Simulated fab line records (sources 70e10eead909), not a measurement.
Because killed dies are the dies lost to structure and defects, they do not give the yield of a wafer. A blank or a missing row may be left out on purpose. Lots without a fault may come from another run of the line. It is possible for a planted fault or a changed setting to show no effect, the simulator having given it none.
Matching of chambers / flow nandHarc / NHARC_A_STAIRCASE_DESCUM_186 on rieDiel-06: 4 sister chambers
The step chemistry O2, time 3 s. 18 wafers are shown with their chamber, then 9 later ones without.

## WAFERS WITH THEIR CHAMBER
wafer=L075.1; chamber=2; showerheadPlenumPTorr (Torr)=1.95; drypumpMotorCurrentA (A)=6.4; oesProductAu (a.u.)=0.989
wafer=L075.3; chamber=1; showerheadPlenumPTorr (Torr)=1.91; drypumpMotorCurrentA (A)=6.3; oesProductAu (a.u.)=0.989
wafer=L075.6; chamber=0; showerheadPlenumPTorr (Torr)=1.82; drypumpMotorCurrentA (A)=6.3; oesProductAu (a.u.)=1.001
wafer=L074.1; chamber=3; showerheadPlenumPTorr (Torr)=1.96; drypumpMotorCurrentA (A)=5.7; oesProductAu (a.u.)=1.004
wafer=L074.4; chamber=1; showerheadPlenumPTorr (Torr)=1.91; drypumpMotorCurrentA (A)=6.2; oesProductAu (a.u.)=0.984
wafer=L074.5; chamber=3; showerheadPlenumPTorr (Torr)=1.96; drypumpMotorCurrentA (A)=5.7; oesProductAu (a.u.)=0.999
wafer=L078.1; chamber=3; showerheadPlenumPTorr (Torr)=1.96; drypumpMotorCurrentA (A)=5.7; oesProductAu (a.u.)=0.999
wafer=L078.3; chamber=1; showerheadPlenumPTorr (Torr)=1.91; drypumpMotorCurrentA (A)=6.3; oesProductAu (a.u.)=1.002
wafer=L078.4; chamber=2; showerheadPlenumPTorr (Torr)=1.95; drypumpMotorCurrentA (A)=6.4; oesProductAu (a.u.)=0.985
wafer=L076.2; chamber=0; showerheadPlenumPTorr (Torr)=1.82; drypumpMotorCurrentA (A)=6.3; oesProductAu (a.u.)=1.017
wafer=L076.4; chamber=3; showerheadPlenumPTorr (Torr)=1.96; drypumpMotorCurrentA (A)=5.7; oesProductAu (a.u.)=1.012
wafer=L076.6; chamber=1; showerheadPlenumPTorr (Torr)=1.91; drypumpMotorCurrentA (A)=6.2; oesProductAu (a.u.)=1.013
wafer=L077.2; chamber=1; showerheadPlenumPTorr (Torr)=1.90; drypumpMotorCurrentA (A)=6.2; oesProductAu (a.u.)=1.006
wafer=L077.4; chamber=2; showerheadPlenumPTorr (Torr)=1.95; drypumpMotorCurrentA (A)=6.4; oesProductAu (a.u.)=0.983
wafer=L077.5; chamber=0; showerheadPlenumPTorr (Torr)=1.82; drypumpMotorCurrentA (A)=6.4; oesProductAu (a.u.)=1.009
wafer=L079.2; chamber=3; showerheadPlenumPTorr (Torr)=1.96; drypumpMotorCurrentA (A)=5.7; oesProductAu (a.u.)=0.997
wafer=L079.3; chamber=1; showerheadPlenumPTorr (Torr)=1.90; drypumpMotorCurrentA (A)=6.2; oesProductAu (a.u.)=0.995
wafer=L079.6; chamber=3; showerheadPlenumPTorr (Torr)=1.96; drypumpMotorCurrentA (A)=5.7; oesProductAu (a.u.)=1.002

SIGNATURES, as means of the wafers listed above
reading=showerheadPlenumPTorr; chamber 0=1.8200; chamber 1=1.9067; chamber 2=1.9500; chamber 3=1.9600; scatter within a chamber=0.00309
reading=drypumpMotorCurrentA; chamber 0=6.333; chamber 1=6.233; chamber 2=6.400; chamber 3=5.700; scatter within a chamber=0.0378
reading=oesProductAu; chamber 0=1.00900; chamber 1=0.99817; chamber 2=0.98567; chamber 3=1.00217; scatter within a chamber=0.00795
Rule: a wafer lies at a distance from a chamber equal to the root of the sum of squares, over the readings, of (its reading less the chamber's mean, divided by the reading's scatter). If the next closest chamber is less than 2 further off than the closest, the wafer can't be placed; otherwise it belongs to the closest. How the scatter is found: for the shown wafers, subtract from each reading the mean of its chamber, square and add these, divide the total by (wafers less chambers), then take the root.

## WAFERS WITH NO CHAMBER GIVEN
wafer=L083.1; showerheadPlenumPTorr (Torr)=1.95; drypumpMotorCurrentA (A)=5.7; oesProductAu (a.u.)=0.998
wafer=L083.2; showerheadPlenumPTorr (Torr)=1.95; drypumpMotorCurrentA (A)=6.4; oesProductAu (a.u.)=0.991
wafer=L083.3; showerheadPlenumPTorr (Torr)=1.90; drypumpMotorCurrentA (A)=6.2; oesProductAu (a.u.)=1.007
wafer=L088.1; showerheadPlenumPTorr (Torr)=1.81; drypumpMotorCurrentA (A)=6.3; oesProductAu (a.u.)=1.004
wafer=L088.3; showerheadPlenumPTorr (Torr)=1.95; drypumpMotorCurrentA (A)=5.7; oesProductAu (a.u.)=0.988
wafer=L088.6; showerheadPlenumPTorr (Torr)=1.95; drypumpMotorCurrentA (A)=5.7; oesProductAu (a.u.)=0.994
wafer=L097.2; showerheadPlenumPTorr (Torr)=1.94; drypumpMotorCurrentA (A)=6.4; oesProductAu (a.u.)=0.976
wafer=L097.3; showerheadPlenumPTorr (Torr)=1.81; drypumpMotorCurrentA (A)=6.3; oesProductAu (a.u.)=1.009
wafer=L097.5; showerheadPlenumPTorr (Torr)=1.94; drypumpMotorCurrentA (A)=6.4; oesProductAu (a.u.)=0.986

## WHICH CHAMBER EACH ONE RAN IN
wafer=L083.1; from the rows above=3; in truth=3
wafer=L083.2; from the rows above=2; in truth=2
wafer=L083.3; from the rows above=1; in truth=1
wafer=L088.1; from the rows above=0; in truth=0
wafer=L088.3; from the rows above=3; in truth=3
wafer=L088.6; from the rows above=3; in truth=3
wafer=L097.2; from the rows above=2; in truth=2
wafer=L097.3; from the rows above=0; in truth=0
wafer=L097.5; from the rows above=2; in truth=2
Correctly placed: 9 of 9. Number that these rows cannot place: 0. Placed wrongly: 0.
